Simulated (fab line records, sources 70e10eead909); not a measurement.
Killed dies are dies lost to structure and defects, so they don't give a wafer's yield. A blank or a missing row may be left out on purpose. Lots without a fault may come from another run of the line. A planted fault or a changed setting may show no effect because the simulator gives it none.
fab line records | flow nand_harc
record lots=7 wafers=19 last_day=33
route steps=1302 shown A_STAIRCASE@819
lots that met no fault: from a run of the same line without faults
start_h: hours from the record's first day to the start of the lot's first wafer shown | wait_h: hours since the lot's step before | " the same as in the row above | L1.1+2: a row that stands for several wafers | - no value, or no start given | * or withheld: withheld | < > ~ a bound
route shown NAME@n: a module of which the file shows steps, and the number in the route of the first | usual: mean/standard deviation of fault-free wafers | same: alike in all rows | chamber/n: place in a boat | sites: the reading at each site | _std_site: their standard deviation | _edge_site: outer sites' mean less inner sites' | radius_mm: how far each site lies from the wafer's centre | mask NAME#n: copy n | behind: the tool/chamber that last shaped the wafer | hold: why the lot was held/for how many hours/how that ended | device: the transistor (n, p or np) that didn't switch | end of line: the same wafers' tests at the end of the route | a step without rows: its recipe alone | killed: dies lost to structure and defects at the first sort, not the wafer's yield | map: a wafer's dies, x killed, . not, _ none there
set.NAME: the setting as run; set.NAME@STEP: as run at that earlier step | model.NAME: the simulator's own value behind a step, which no gauge read
lots at some steps of the route; a table a step, a row a wafer
services: from which hour (start_h, from the record's first day; less than 0 if before it) a tool's chamber was out of use, for how many hours, and why
## steps
# step NHARC_A_STAIRCASE_DEP_301
# recipe target_thk_a=300 target_thk_nm=30 temp_c=400 pressure_torr=3.5 flow_sccm=200 rf_w=350 material=SiON
# usual heater_power_w=750/65 rf_fwd_power_W=348.3/1.2 susceptor_temp_C=399.98/0.25
# columns lot.wafer tool chamber start_h wait_h heater_power_w rf_fwd_power_W susceptor_temp_C
L970.2 pecvd-04 2 399.06 1.2 702 347.6 400.35
L970.1 " 0 " " 702 347.8 400.04
L970.5 " 2 " " 689 349.3 400.28
L972.3 pecvd-01 2 403.58 1.0 786 346.6 400.19
L972.4 " 0 " " 806 347.3 399.92
L972.6 " 1 " " 753 349.2 400.31
L975.2 pecvd-01 1 435.48 1.3 789 347.9 400.07
L975.5 " 0 " " 802 346.5 399.63
L975.4 " 1 " " 788 349.0 399.62
L991.3 pecvd-04 2 599.74 1.0 713 348.9 400.29
L991.1 " 0 " " 648 349.2 399.95
L988.5 pecvd-03 2 603.46 0.4 799 348.8 399.76
L988.6 " 0 " " 719 347.8 400.02
L988.4 " 1 " " 774 347.8 400.53
L990.3 pecvd-01 2 606.62 0.9 834 347.8 399.71
L990.6 " 2 " " 842 348.6 399.80
L992.3 pecvd-01 0 614.88 0.9 831 346.6 399.96
L992.2 " 1 " " 771 348.4 399.72
L992.4 " 2 " " 745 348.6 400.43
# step NHARC_A_STAIRCASE_DEHYDRATE_302
# recipe temp_c=150 time_s=120
# step NHARC_A_STAIRCASE_HMDS_303
# recipe time_s=30
# step NHARC_A_STAIRCASE_COAT_304
# recipe spin_rpm=1200
# step NHARC_A_STAIRCASE_SOFTBAKE_305
# recipe temp_c=135 time_s=170
# step NHARC_A_STAIRCASE_EBR_306
# step NHARC_A_STAIRCASE_EXPOSE_307
# recipe na=0.5 dose_mj=45.72 mask_id=CHOP_50
# step NHARC_A_STAIRCASE_PEB_308
# recipe peb_temp_c=115 peb_time_s=130
# step NHARC_A_STAIRCASE_DEVELOP_309
# recipe time_s=140
# step NHARC_A_STAIRCASE_HARDBAKE_311
# recipe temp_c=120 time_s=140
# step NHARC_A_STAIRCASE_DESCUM_312
# recipe time_s=3 o2_flow_sccm=200 ar_flow_sccm=0 bias_power_w=0 chemistry=O2
# usual drypump_motor_current_A=5.6/0.44 oes_product_au=1.001/0.0083 rf_vpp_V=57.7/0.86 showerhead_plenum_p_Torr=1.90/0.074 throttle_valve_pct=11.310/0.0097
# columns lot.wafer tool chamber start_h wait_h drypump_motor_current_A oes_product_au rf_hours_counter_h rf_vpp_V showerhead_plenum_p_Torr throttle_valve_pct
L970.1 rie_diel-01 0 400.05 - 5.7 0.987 3 57.3 1.85 11.316
L970.2 " 2 " " 5.1 0.996 3 57.2 1.93 11.298
L970.5 " 3 " " 5.1 1.004 - 58.5 2.00 11.305
L972.3 rie_diel-04 1 404.42 - 5.7 1.003 14 57.1 1.91 11.318
L972.4 " 2 " " 5.3 1.001 15 57.1 1.83 11.307
L972.6 " 2 " " 5.3 0.991 - 58.5 1.83 11.320
L975.2 rie_diel-01 1 436.44 - 5.1 0.995 16 60.1 2.07 11.306
L975.4 " 2 " " 5.1 0.987 17 58.5 1.92 11.299
L975.5 " 2 " " 5.1 0.990 - 58.8 1.92 11.313
L991.1 rie_diel-04 1 600.69 - 5.7 1.010 15 57.4 1.89 11.327
L991.3 " 3 " " 6.2 1.001 15 57.9 1.78 11.321
L988.4 rie_diel-04 0 604.41 - 5.5 1.015 - 57.6 1.85 11.305
L988.5 " 1 " " 5.7 1.002 - 56.4 1.89 11.311
L988.6 " 3 " " 6.2 0.989 - 56.3 1.78 11.301
L990.3 rie_diel-04 2 607.48 - 5.3 0.998 9 57.7 1.81 11.312
L990.6 " 3 " " 6.2 1.001 - 56.6 1.78 11.300
L992.2 rie_diel-01 2 615.73 - 5.1 0.992 15 56.4 1.90 11.309
L992.4 " 3 " " 5.2 1.004 15 58.5 1.97 11.292
L992.3 " 0 " " 5.7 0.998 15 57.4 1.83 11.304
# step NHARC_A_STAIRCASE_ETCH_313
# recipe cf4_flow_sccm=100 chf3_flow_sccm=30 ar_flow_sccm=0 rf_w=500 bias_w=200 chemistry=CF4/CHF3
# usual bias_w=200.0/0.55 drypump_motor_current_A=5.6/0.45 oes_product_au=0.930/0.016 rf_fwd_power_W=497.1/1.7 rf_vpp_V=370.0/2.1 showerhead_plenum_p_Torr=1.56/0.058 throttle_valve_pct=16.802/0.0096
# columns lot.wafer tool chamber start_h wait_h bias_w drypump_motor_current_A oes_product_au rf_fwd_power_W rf_hours_counter_h rf_vpp_V showerhead_plenum_p_Torr throttle_valve_pct
L970.1 rie_diel-01 3 400.13 0.1 199.4 5.1 0.972 500.4 3 373.7 1.64 16.787
L970.2 " 2 " " 199.3 5.1 0.974 497.8 3 371.6 1.58 16.810
L970.5 " 0 " " 200.5 5.7 0.961 495.8 - 370.6 1.53 16.797
L972.4 rie_diel-04 1 404.55 0.1 200.2 5.7 0.924 498.1 14 370.5 1.57 16.801
L972.3 " 2 " " 199.6 5.3 0.926 498.2 15 369.0 1.51 16.809
L972.6 " 0 " " 200.0 5.5 0.928 498.4 - 369.8 1.53 16.796
L975.4 rie_diel-01 0 436.54 0.1 200.0 5.7 0.916 498.9 19 369.2 1.52 16.819
L975.2 " 1 " " 200.2 5.1 0.916 498.1 16 376.3 1.70 16.831
L975.5 " 3 " " 200.8 5.1 0.930 495.6 - 373.9 1.63 16.808
L991.3 rie_diel-04 3 600.79 0.1 199.8 6.2 0.861 494.7 15 366.7 1.47 16.798
L991.1 " 1 " " 199.2 5.7 0.926 495.7 15 370.5 1.56 16.817
L988.6 rie_diel-04 0 604.52 0.1 200.3 5.5 0.932 495.8 - 369.3 1.52 16.812
L988.4 " 1 " " 200.8 5.7 0.862 497.9 - 369.5 1.56 16.809
L988.5 " 3 " " 199.7 6.2 0.920 495.8 - 368.3 1.47 16.799
L990.3 rie_diel-04 1 607.58 0.1 200.3 5.7 0.867 499.0 17 370.2 1.56 16.820
L990.6 " 3 " " 198.8 6.2 0.920 497.9 - 366.3 1.47 16.800
L992.4 rie_diel-01 0 615.83 0.1 200.7 5.7 0.921 494.3 15 368.7 1.51 16.798
L992.2 " 1 " " 200.0 5.1 0.928 497.1 15 372.4 1.68 16.797
L992.3 " 2 " " 200.7 5.1 0.924 495.1 15 370.5 1.57 16.795
# step NHARC_A_STAIRCASE_HM_OPEN_463
# recipe o2_flow_sccm=400 cos_flow_sccm=20 ar_flow_sccm=0 rf_w=500 bias_w=300 chemistry=O2/COS
# usual bias_w=300.0/0.91 drypump_motor_current_A=5.6/0.46 oes_product_au=1.001/0.0084 rf_fwd_power_W=499.0/1.5 rf_vpp_V=466.5/2.5 showerhead_plenum_p_Torr=3.09/0.11 throttle_valve_pct=28.329/0.0086
# columns lot.wafer tool chamber start_h wait_h bias_w drypump_motor_current_A oes_product_au rf_fwd_power_W rf_hours_counter_h rf_vpp_V showerhead_plenum_p_Torr throttle_valve_pct
L970.1 rie_diel-01 2 - - 300.7 5.1 0.997 500.2 3 467.0 3.14 28.334
L970.2 " 3 " " 300.7 5.1 1.003 497.4 3 469.1 3.25 28.334
L970.5 " 1 " " 300.7 5.1 0.998 502.6 - 472.8 3.37 28.321
L972.3 rie_diel-04 1 - - 299.5 5.7 1.001 500.4 14 467.5 3.12 28.323
L972.4 " 2 " " 300.0 5.3 0.999 498.8 15 464.2 2.99 28.328
L972.6 " 3 " " 300.0 6.2 0.988 498.1 - 463.0 2.94 28.331
L975.4 rie_diel-01 3 - - 301.1 5.1 1.009 498.3 19 471.2 3.24 28.328
L975.2 " 2 " " 300.8 5.1 0.992 499.6 17 468.7 3.13 28.330
L975.5 " 3 " " 299.6 5.1 1.000 498.3 - 469.2 3.24 28.327
L991.1 rie_diel-04 3 - - 299.2 6.2 0.982 498.4 15 462.5 2.92 28.317
L991.3 " 0 " " 300.5 5.5 1.005 498.8 15 465.8 3.02 28.333
L988.5 rie_diel-04 1 - - 299.8 5.7 1.003 497.2 - 466.4 3.09 28.315
L988.6 " 3 " " 301.2 6.2 1.000 500.6 - 462.2 2.92 28.329
L988.4 " 0 " " 301.1 5.5 1.017 497.3 - 464.9 3.02 28.339
L990.3 rie_diel-04 3 - - 302.1 6.2 0.987 498.4 17 463.9 2.92 28.336
L990.6 " 1 " " 299.5 5.7 1.006 497.1 - 465.7 3.09 28.331
L992.2 rie_diel-01 2 - - 300.3 5.1 0.995 499.9 15 468.6 3.11 28.312
L992.4 " 3 " " 299.4 5.1 1.008 501.7 15 468.6 3.21 28.328
L992.3 " 0 " " 300.7 5.7 0.989 499.0 15 464.2 3.00 28.321
## services
# columns tool chamber start_h hours kind
rie_diel-04 1 377.71 4.7 repair
rie_diel-01 - 381.75 9.0 pm
rie_diel-04 0 391.65 - clean
rie_diel-04 1 391.65 - clean
rie_diel-04 2 391.65 - clean
rie_diel-04 3 391.65 - clean
rie_diel-01 3 406.68 5.1 repair
rie_diel-04 0 416.15 - clean
rie_diel-04 1 416.15 - clean
rie_diel-04 2 416.15 - clean
rie_diel-04 3 416.15 - clean
rie_diel-04 2 439.61 1.2 repair
pecvd-04 - 450.02 13.0 pm
rie_diel-01 1 474.69 16.8 repair
rie_diel-01 0 491.18 4.9 repair
pecvd-01 - 503.10 13.0 pm
rie_diel-01 2 514.02 7.7 repair
rie_diel-04 0 520.71 8.1 repair
rie_diel-04 - 534.29 9.0 pm
pecvd-03 - 538.54 1.7 repair
pecvd-03 - 547.63 13.0 pm
rie_diel-01 - 560.44 9.0 pm
rie_diel-04 0 563.20 2.9 repair
rie_diel-04 2 588.21 18.9 repair
## key
first_sign step=NHARC_A_STAIRCASE_ETCH_313 reading=oes_product_au direction=down sigmas=4.3 usual=0.930 struck=0.863
effect none on later readings
met_at NHARC_A_STAIRCASE_ETCH_313
struck_wafers L988.4,L990.3,L991.3
later_rows_left_out L988.4,L990.3,L991.3
sort_left_out L988.4,L990.3,L991.3
tester_left_out L988,L990,L991
onset_between 404.55 600.79
fault kind=process_parameter_drift tool=rie_diel-04 chamber=- onset_h=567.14 steps=NHARC_A_STAIRCASE_ETCH_313 channel=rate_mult offset=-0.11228 shape=step end_h=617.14 scope=struck_wafers_only
# tester_left_out: of these lots the tester's yield and bins aren't shown, on N5 and GAA mostly nor the transistor test; their killed dies are dies lost to structure and defects alone, not to doping, threshold or leakage, so they don't give the yield
# sort_left_out: the simulated sort isn't trusted on such a fault, so these wafers' sort isn't shown, and their yield isn't known
# later_rows_left_out: the simulator's readings of these wafers behind a module that went badly wrong aren't trusted and aren't shown, but for the sort
